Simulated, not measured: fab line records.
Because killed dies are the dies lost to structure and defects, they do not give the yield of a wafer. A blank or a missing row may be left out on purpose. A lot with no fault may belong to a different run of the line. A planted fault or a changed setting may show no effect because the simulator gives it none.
A struck lot beside a sound one :: flow nand_harc :: 12 out of 1302 route steps
Sound: wafers L765.1, L765.2, L765.5. Wafers L780.2, L780.3, L780.6 were the ones struck. The cause is given at the end.
Order at every step that has rows: each side's tool, ch and its chambers, its first start. Under that, the readings that differ: sound wafers :: struck wafers :: difference of the means :: sigmas: that difference in standard deviations of wafers without a fault.
alike: same words and numbers on both sides, and readings whose means sit less than 2 such deviations apart. not compared: any withheld reading, any reading some wafer has no value for, any bound like >300 that may hide the same value, and any number with overlapping values for which the record gives no deviation.
A row with sigmas, a row that says differs or no value, or rows on one side alone: a step with any of these is where the two part. When numbers do not overlap yet have no deviation, they are printed without sigmas and do not part them. A reading that every wafer of one side lacks parts them only if that side has two wafers or more.

NHARC_A_ZERO_WELL_INSPECT_17:
  sound on defect_inspect-02, day 7 01:20; struck on defect_inspect-01, day 13 19:39
  alike: raw_defect_count
then, 3 steps without rows for these wafers: NHARC_A_SOURCE_PLATE_PRECLEAN_00 (cleans in HF-LAST, time 60 s); NHARC_A_SOURCE_PLATE_SRD_01; NHARC_A_SOURCE_PLATE_OXIDE_02 (material SiO2, target thk 10 nm, ox time 1362 s).
NHARC_A_SOURCE_PLATE_THK_MEAS_09: measures by ellipsometry.
  sound on film_metro-02, day 7 08:43; struck on film_metro-01, day 14 04:02
  alike: thk_nm
then, 3 steps without rows for these wafers: NHARC_A_SOURCE_PLATE_PVD_04 (deposits WSi2, target thk 50 nm); NHARC_A_SOURCE_PLATE_CVD_03 (deposits poly-Si, target thk 200 nm, time 4000 s); NHARC_A_SOURCE_PLATE_ANNEAL_05 (time 1800 s).
NHARC_A_SOURCE_PLATE_THK_MEAS_06: measures by ellipsometry.
  sound on film_metro-02, day 7 21:42; struck on film_metro-01, day 14 16:53
  alike: thk_nm
NHARC_A_SOURCE_PLATE_INSPECT_08:
  sound on defect_inspect-01, day 7 21:49; struck on defect_inspect-01, day 14 16:56
reading: raw_defect_count
sound: 47 21 73
struck: 142 116 115
difference: +77
sigmas: +3
NHARC_A_ONON_D1_DEP_00: target thk 1000 nm.
  sound on pecvd_onon-02 ch 0, day 7 21:53; struck on pecvd_onon-03, day 14 17:04
  no value came back on the struck wafers for n2_flow_sccm (sccm), n2o_flow_sccm (sccm); on the sound wafers n2_flow_sccm (sccm) reads 2750 2765 2751
NHARC_END_SORT_01:
  the record has rows for the sound wafers here (prober-02 ch 0, day 26 12:17) and none for the struck ones

## WHERE THEY PART
First at NHARC_A_SOURCE_PLATE_INSPECT_08; last, within this record, at NHARC_END_SORT_01.

WHY: what the simulator had put in
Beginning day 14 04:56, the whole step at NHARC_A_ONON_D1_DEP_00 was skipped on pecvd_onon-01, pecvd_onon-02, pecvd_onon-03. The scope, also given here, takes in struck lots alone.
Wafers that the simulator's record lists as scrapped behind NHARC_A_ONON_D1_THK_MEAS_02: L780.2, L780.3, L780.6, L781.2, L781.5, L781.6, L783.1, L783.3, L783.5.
